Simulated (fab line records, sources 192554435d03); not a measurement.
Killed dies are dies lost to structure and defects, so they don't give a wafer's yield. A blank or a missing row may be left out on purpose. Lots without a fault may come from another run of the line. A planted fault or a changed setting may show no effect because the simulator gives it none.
A struck lot beside a sound one | flow n5_finfet | 40 steps out of a route of 1938
Sound: wafers L718.1, L718.4, L718.6. Struck: wafer L723.1. (L723.2, L723.5 of the same lot were not struck and are left out.) The cause comes at the end.
At each step with rows: each side's tool, then ch and its chambers, then its first start. Under that, the readings that differ: sound wafers | struck wafers | difference of the means | sigmas: that difference in standard deviations of wafers without a fault.
alike: readings whose means differ by less than 2 such deviations, and words and numbers that are the same on both sides. not compared: withheld readings, readings that some wafer has no value for, bounds like >300 that may hide the same value, and numbers for which the record gives no deviation and whose values overlap.
The two part at a step that has a row with sigmas, a row that says differs or no value, or rows on one side only. Numbers that don't overlap but have no deviation are shown without sigmas and don't part them. A reading that every wafer of one side lacks parts them only if that side has two wafers or more.

first, 12 steps without rows for these wafers: N5_HKMG_FIN_STRIP_93 (strips SOC in N2/H2, time 20 s); N5_HKMG_FIN_WET_ETCH_76 (etches Al2O3 in dNH4OH, stops on La2O3, target depth 2.25 nm, rinse time 30 s); N5_HKMG_FIN_STRIP_60 (strips in N2/H2, time 360 s); N5_HKMG_FIN_WET_ETCH_77 (etches La2O3 in dHCl, stops on HfO2, target depth 2 nm); N5_HKMG_FIN_WET_ETCH_78 (etches Al2O3 in dNH4OH, stops on La2O3, target depth 4.5 nm, rinse time 30 s); N5_HKMG_FIN_ALD_79 (deposits TiN, target thk 1.5 nm, pulse time 1 s, purge time 3 s); N5_HKMG_FIN_CVD_62 (deposits a-Si from Si2H6, target thk 3 nm, time 20.8 s); N5_HKMG_FIN_RTA_80 (time 2 s); N5_HKMG_FIN_PRECLEAN_64 (cleans in dHF, time 30 s); N5_HKMG_FIN_WET_ETCH_65 (etches a-Si in TMAH, stops on TiN, time 49 s, target depth 3 nm); N5_HKMG_FIN_WET_ETCH_81 (etches TiN in SC1, stops on HfO2, time 57 s, target depth 6 nm); N5_HKMG_FIN_WET_ETCH_82 (etches La2O3 in dHCl, stops on HfO2, target depth 2 nm, rinse time 30 s).
N5_HKMG_FIN_ALD_36: deposits TiN, target thk 1 nm, pulse time 1 s, purge time 3 s.
  sound on ald_metal-02 ch 1,2,3, day 5 19:09; struck on ald_metal-02 ch 0, day 7 05:41
  reading                                  | sound    | struck | difference | sigmas
  ald_cycles                               | 47 47 47 | 30     | -17        |
  model.TiN_of_HKMG_FIN_ALD_36.thk_nm (nm) | 1 1 1    | 0.6    | -0.4       |
  alike: heater_power_outer_w, heater_power_w, precursor_pulse_height_rel
then, 25 steps without rows for these wafers: N5_HKMG_FIN_PWFM_ALD_03 (deposits TiN, target thk 2 nm, pulse time 1 s, purge time 3 s); N5_HKMG_FIN_COAT_29 (time 60 s, resist thk 300 nm); N5_HKMG_FIN_COAT_30 (time 60 s, resist thk 35 nm); N5_HKMG_FIN_COAT_06 (resist thk 90 nm); N5_HKMG_FIN_EBR_08; N5_HKMG_FIN_SOFTBAKE_07 (time 60 s); N5_HKMG_FIN_EXPOSE_09 (exposes mask NWFM); N5_HKMG_FIN_PEB_10 (peb time 60 s); N5_HKMG_FIN_DEVELOP_11 (develop time 30 s); N5_HKMG_FIN_DESCUM_17 (chemistry O2, time 7.9 s); N5_HKMG_FIN_ETCH_31 (etches SiARC in CF4, target depth 45.5 nm, time 75.8 s); N5_HKMG_FIN_ETCH_32 (etches SOC in N2/H2, target depth 240 nm, time 300 s); N5_HKMG_FIN_STRIP_33 (strips in N2/H2); N5_HKMG_FIN_STRIP_34 (strips in CF4); N5_HKMG_FIN_ETCH_35 (etches SOC in N2/H2, target depth 215.8 nm, time 243.4 s); N5_HKMG_FIN_STRIP_92 (strips SOC in N2/H2, time 20 s); N5_HKMG_FIN_WET_ETCH_18 (etches TiN in SC1, time 55 s, target depth 5.2 nm, rinse time 30 s); N5_HKMG_FIN_STRIP_19 (strips in N2/H2, time 360 s); N5_HKMG_FIN_ALD_91 (deposits TiN, target thk 1 nm, pulse time 1 s, purge time 3 s); N5_HKMG_FIN_COAT_85 (time 60 s, resist thk 300 nm); N5_HKMG_FIN_ETCH_86 (etches SOC in N2/H2, stops on TiN, target depth 393.2 nm); N5_HKMG_FIN_STRIP_89 (strips SOC in N2/H2, time 20 s); N5_HKMG_FIN_WET_ETCH_87 (etches TiN in SC1, time 154.2 s, target depth 4.7 nm, rinse time 30 s); N5_HKMG_FIN_STRIP_88 (strips in N2/H2, time 360 s); N5_HKMG_FIN_NWFM_ALD_20 (deposits TiAlC, target thk 2 nm, pulse time 3 s, purge time 2 s).
-- the record jumps here: 4 days lie between the struck wafers' starts before and after (it left off in module HKMG_FIN and takes up again in module BEOL_M4, whose first step shown is number 1111 of the route) --
N5_BEOL_M4_RC_MEAS_101:
  sound on prober-01 ch 0, day 9 17:49; struck on prober-01 ch 0, day 11 00:01
  reading             | sound                      | struck  | difference | sigmas
  IOFF_P (nA/um)      | 0.235 0.238 0.220          | 0.112   | -0.119     | -4
  IOFF_P_85C (nA/um)  | 4.0 4.1 3.8                | 2.2     | -1.8       | -4
  IOFF_P_LIN (nA/um)  | 0.108 0.109 0.101          | 0.054   | -0.052     | -5
  IOFF_P_LONG (nA/um) | 0.000109 0.000111 0.000109 | 7.6e-05 | -3.4e-05   | -4
  VT_P (mV)           | -247 -247 -251             | -270    | -22        | -7
  VT_P_LONG (mV)      | -275.3 -273.5 -274.2       | -288.8  | -14.5      | -5
  VT_P_LVT (mV)       | -96.2 -95.8 -97.6          | -112.6  | -16.1      | -6
  alike: DIBL_N, DIBL_P, IOFF_N, ION_N, ION_P, SS_N, SS_P, VT_N
-- the record jumps here: 5 days lie between the struck wafers' starts before and after (it left off in module BEOL_M4 and takes up again in module PASSIVATION, whose first step shown is number 1936 of the route) --
N5_PASSIVATION_PROBE_49:
  sound on prober-01, day 14 03:50; struck on prober-02, day 15 12:07
  reading              | sound | struck | difference | sigmas
  sort_bin_8_speed (%) | 0 0 0 | 0.93   | +0.93      | +99 or more
  alike: defect_limited_yield, killed_at_M0_to_M3, killed_at_M4_up, killed_at_contacts, killed_at_front_end, killed_at_other, killed_dies, killed_open, killed_short, sort_bin_5_function, sort_bin_6_memory, sort_n_pass, sort_yield_pct

WHERE THEY PART
First at N5_BEOL_M4_RC_MEAS_101; last, within this record, at N5_PASSIVATION_PROBE_49.

WHY: what the simulator had put in
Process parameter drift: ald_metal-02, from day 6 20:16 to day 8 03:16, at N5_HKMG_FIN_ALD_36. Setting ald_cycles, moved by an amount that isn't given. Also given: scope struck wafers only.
